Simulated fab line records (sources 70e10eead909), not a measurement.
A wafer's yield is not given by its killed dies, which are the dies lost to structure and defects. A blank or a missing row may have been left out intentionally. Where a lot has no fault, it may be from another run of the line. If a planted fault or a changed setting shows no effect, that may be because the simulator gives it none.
Which tool was responsible? -- flow nand harc -- 11 lots with 33 wafers sampled at 5 steps, on a route of 1159 steps

== WHAT THE GAUGES SHOWED, per wafer ==
NHARC_END_SORT_01. Usual: defect limited yield 95.2 %, standard deviation 1.6; killed at array 29, standard deviation 11; killed at other 0.5, standard deviation 0.89; killed at periphery 3.3, standard deviation 2; killed dies 32, standard deviation 11; killed open 3.1, standard deviation 1.9; killed short 2.3, standard deviation 1.6; sort_bin_2_pct 1.5 %, standard deviation 0.71; sort_bin_3_pct 0.30 %, standard deviation 0.22; sort_bin_4_pct 3.0 %, standard deviation 1.1; sort n pass 645, standard deviation 11; sort rim yield pct 97.3 %, standard deviation 1.8; sort yield pct 95.2 %, standard deviation 1.6.
lot,measured,on,defect limited yield (%),killed at array,killed at other,killed at periphery,killed dies,killed open,killed short,sort_bin_2_pct (%),sort_bin_3_pct (%),sort_bin_4_pct (%),sort n pass,sort rim yield pct (%),sort yield pct (%),flag
L535,day 22 14:54,prober-01,93.4 94.8 84.9,39 34 28,0 0 0,6 1 74,45 35 102,0 2 2,5 2 4,2.1 2.1 7.2,0.59 0 2.07,4.0 3.1 5.8,632 642 575,93.4 91.5 83.0,93.4 94.8 84.9,OFF
L538,day 22 14:51,prober-02,95.1 96.3 95.1,30 22 32,0 1 0,3 2 1,33 25 33,4 5 7,5 1 1,1.9 0.9 1.5,0.44 0.44 0.44,2.5 2.4 3.0,644 652 644,96.2 99.1 99.1,95.1 96.3 95.1,
L536,day 22 08:41,prober-01,97.2 96.9 86.0,18 17 17,0 1 1,1 3 77,19 21 95,4 5 2,1 2 6,0.4 1.3 5.2,0.15 0.15 3.10,2.2 1.6 5.8,658 656 582,95.3 99.1 84.0,97.2 96.9 86.0,OFF
L543,day 23 20:13,prober-02,93.1 91.4 91.3,44 54 57,1 0 0,2 4 2,47 58 59,3 7 9,3 1 1,3.1 3.8 1.6,0 0.30 0.30,3.8 4.4 6.8,630 619 618,99.1 96.2 95.3,93.1 91.4 91.3,

== TOOL THAT RAN EACH LOT (tool first, then ch and the chambers of the sampled wafers, then the start) ==
lot,NHARC_P_M1_ETCH_15,NHARC_THIN_TSV_DEP_43,NHARC_THIN_TSV_PVD_51,NHARC_THIN_TSV_ETCH_59
L524,"rie diel-01 ch 0,1,3, day 5 19:24","pecvd-03 ch 0,2, day 18 18:13","pvd sputter-03, day 19 02:38 or earlier","rie metal-03 ch 0,1, day 19 02:38"
L526,"rie diel-06 ch 0,1, day 6 09:54","pecvd-04 ch 0,2, day 18 16:48","pvd sputter-03, day 19 01:05 or earlier","rie metal-03 ch 0,1, day 19 01:05"
L535,"rie diel-12 ch 0,1,3, day 9 02:00","pecvd-03 ch 0,1,2, day 21 22:36","pvd sputter-03, day 22 05:44 or earlier","rie metal-02 ch 0,1, day 22 05:44"
L538,"rie diel-06 ch 2,3, day 9 07:29","pecvd-04 ch 1,2, day 21 23:46","pvd sputter-01, day 22 06:49 or earlier","rie metal-03 ch 0,1, day 22 06:49"
L536,"rie diel-12 ch 0,2,3, day 9 09:34","pecvd-04 ch 1,2, day 21 15:37","pvd sputter-02, day 21 22:46 or earlier","rie metal-01 ch 0,1, day 21 22:46"
L537,"rie diel-01 ch 1,2, day 9 14:17","pecvd-03 ch 0,1, day 22 18:59","pvd sputter-02, day 23 02:05 or earlier","rie metal-02 ch 0,1, day 23 02:05"
L541,"rie diel-06 ch 0,2,3, day 10 06:02","pecvd-03 ch 0,1,2, day 22 23:44","pvd sputter-01, day 23 06:47 or earlier","rie metal-02 ch 0,1, day 23 06:47"
L543,"rie diel-01 ch 0,2,3, day 10 08:50","pecvd-04 ch 0,1,2, day 22 22:34","pvd sputter-02, day 23 05:37 or earlier","rie metal-03 ch 0,1, day 23 05:37"
L542,"rie diel-06 ch 0,1,2, day 10 10:53","pecvd-03 ch 0,1,2, day 22 20:15","pvd sputter-02, day 23 03:25 or earlier","rie metal-02 ch 0,1, day 23 03:25"
L545,"rie diel-01 ch 0,2,3, day 11 08:47","pecvd-03 ch 0,2, day 23 07:06","pvd sputter-03, day 23 14:00 or earlier","rie metal-02 ch 0,1, day 23 14:00"
L544,"rie diel-01 ch 0,1,2, day 11 09:37","pecvd-03 ch 0,2, day 23 22:17","pvd sputter-01, day 24 05:16 or earlier","rie metal-03 ch 0, day 24 05:16"
- NHARC_P_M1_ETCH_15: etches the open film in C4F8/Ar, target depth 182.5 nm, time 91.2 s.
- NHARC_THIN_TSV_DEP_43: deposits SiO2, target thk 1328.5 nm.
- NHARC_THIN_TSV_PVD_51: deposits Cu, target thk 100 nm.
- NHARC_THIN_TSV_ETCH_59: etches the open film in Cl2/BCl3, target depth 880 nm, time 138.1 s.

== WHAT THE TOOLS THEMSELVES READ (means of the sampled wafers that have a number; where no wafer has one, the mark that the record gives instead) ==
NHARC_P_M1_ETCH_15. Usual: oes product au 0.953 a.u., standard deviation 0.021; rf fwd power W 596.1 W, standard deviation 2.1; rf vpp V 442.2 V, standard deviation 2.3.
lot,tool,oes product au (a.u.),rf fwd power W (W),rf vpp V (V),flag
L524,rie diel-01,0.907,595.5,441.9,
L526,rie diel-06,0.956,596.3,441.6,
L535,rie diel-12,0.971,596.0,442.9,
L538,rie diel-06,0.938,597.1,441.5,
L536,rie diel-12,0.956,595.6,442.7,
L537,rie diel-01,0.977,596.0,441.2,
L541,rie diel-06,0.929,596.1,442.2,
L543,rie diel-01,0.964,596.9,442.0,
L542,rie diel-06,0.964,595.0,441.7,
L545,rie diel-01,0.948,595.8,442.4,
L544,rie diel-01,0.959,594.9,442.0,

NHARC_THIN_TSV_DEP_43. Usual: rf fwd power W 897.8 W, standard deviation 2.6; throttle valve pct 15.7 %, standard deviation 0.61.
lot,tool,rf fwd power W (W),throttle valve pct (%),flag
L524,pecvd-03,894.2,16.6,
L526,pecvd-04,897.1,15.5,
L535,pecvd-03,895.8,16.2,
L538,pecvd-04,896.3,15.6,
L536,pecvd-04,898.6,15.4,
L537,pecvd-03,898.5,16.2,
L541,pecvd-03,896.6,16.3,
L543,pecvd-04,898.5,15.6,
L542,pecvd-03,899.1,16.2,
L545,pecvd-03,898.4,15.9,
L544,pecvd-03,899.0,16.4,

NHARC_THIN_TSV_PVD_51. Usual: throttle valve pct at 30.0 %, with a standard deviation of 1.3.
lot,tool,throttle valve pct (%),flag
L524,pvd sputter-03,30.9,
L526,pvd sputter-03,29.9,
L535,pvd sputter-03,30.3,
L538,pvd sputter-01,28.8,
L536,pvd sputter-02,30.8,
L537,pvd sputter-02,30.4,
L541,pvd sputter-01,29.6,
L543,pvd sputter-02,31.3,
L542,pvd sputter-02,29.5,
L545,pvd sputter-03,30.8,
L544,pvd sputter-01,29.0,

NHARC_THIN_TSV_ETCH_59. Usual: drypump motor current A 5.7 A, standard deviation 0.42; oes product au 0.996 a.u., standard deviation 0.01; rf fwd power W 895 W, standard deviation 3.1; throttle valve pct 22.265 %, standard deviation 0.009.
lot,tool,drypump motor current A (A),oes product au (a.u.),rf fwd power W (W),throttle valve pct (%),flag
L524,rie metal-03,5.2,0.983,893,22.267,
L526,rie metal-03,5.2,0.983,897,22.266,
L535,rie metal-02,6.0,0.995,894,22.261,
L538,rie metal-03,5.2,1.007,897,22.259,
L536,rie metal-01,5.8,0.999,896,22.266,
L537,rie metal-02,6.0,0.994,892,22.270,
L541,rie metal-02,6.1,1.002,893,22.260,
L543,rie metal-03,5.2,1.003,895,22.261,
L542,rie metal-02,6.1,1.001,895,22.256,
L545,rie metal-02,6.0,0.988,890,22.268,
L544,rie metal-03,5.0,1.010,895,22.255,

== THE ANSWER, worked out from the rows above alone ==
Rule: take the mean of a lot's wafers that have a number; if it is more than 3 standard deviations from the usual mean, the lot is off. Also off: a lot with no number at a reading for which 4 or more lots have one. The other lots that the step has rows for count as sound. First the gauges in route order, then the tools' own readings, where a lot's mean is used as printed above. The first step at which some lot is off is used, and at that step the reading that is off furthest; a lot without a number counts as furthest.
Off: L535, L536 (NHARC_END_SORT_01, killed at periphery). Neither off nor sound, because the step has no rows for them: L524, L526, L537, L541, L542, L545, L544.
A tool fits if, at a process step before that reading, it ran every lot that is off, and no sound lot after the first of them. Those tools and the gauges at NHARC_END_SORT_01 are tried in the same way. NHARC_THIN_TSV_PVD_51: start missing for some lots; hours and lot order therefore follow NHARC_THIN_TSV_ETCH_59. Undecided on this evidence; 2 tools fit (rie diel-12 at NHARC_P_M1_ETCH_15, prober-01 at NHARC_END_SORT_01).

== WHAT THE SIMULATOR PUT IN ==
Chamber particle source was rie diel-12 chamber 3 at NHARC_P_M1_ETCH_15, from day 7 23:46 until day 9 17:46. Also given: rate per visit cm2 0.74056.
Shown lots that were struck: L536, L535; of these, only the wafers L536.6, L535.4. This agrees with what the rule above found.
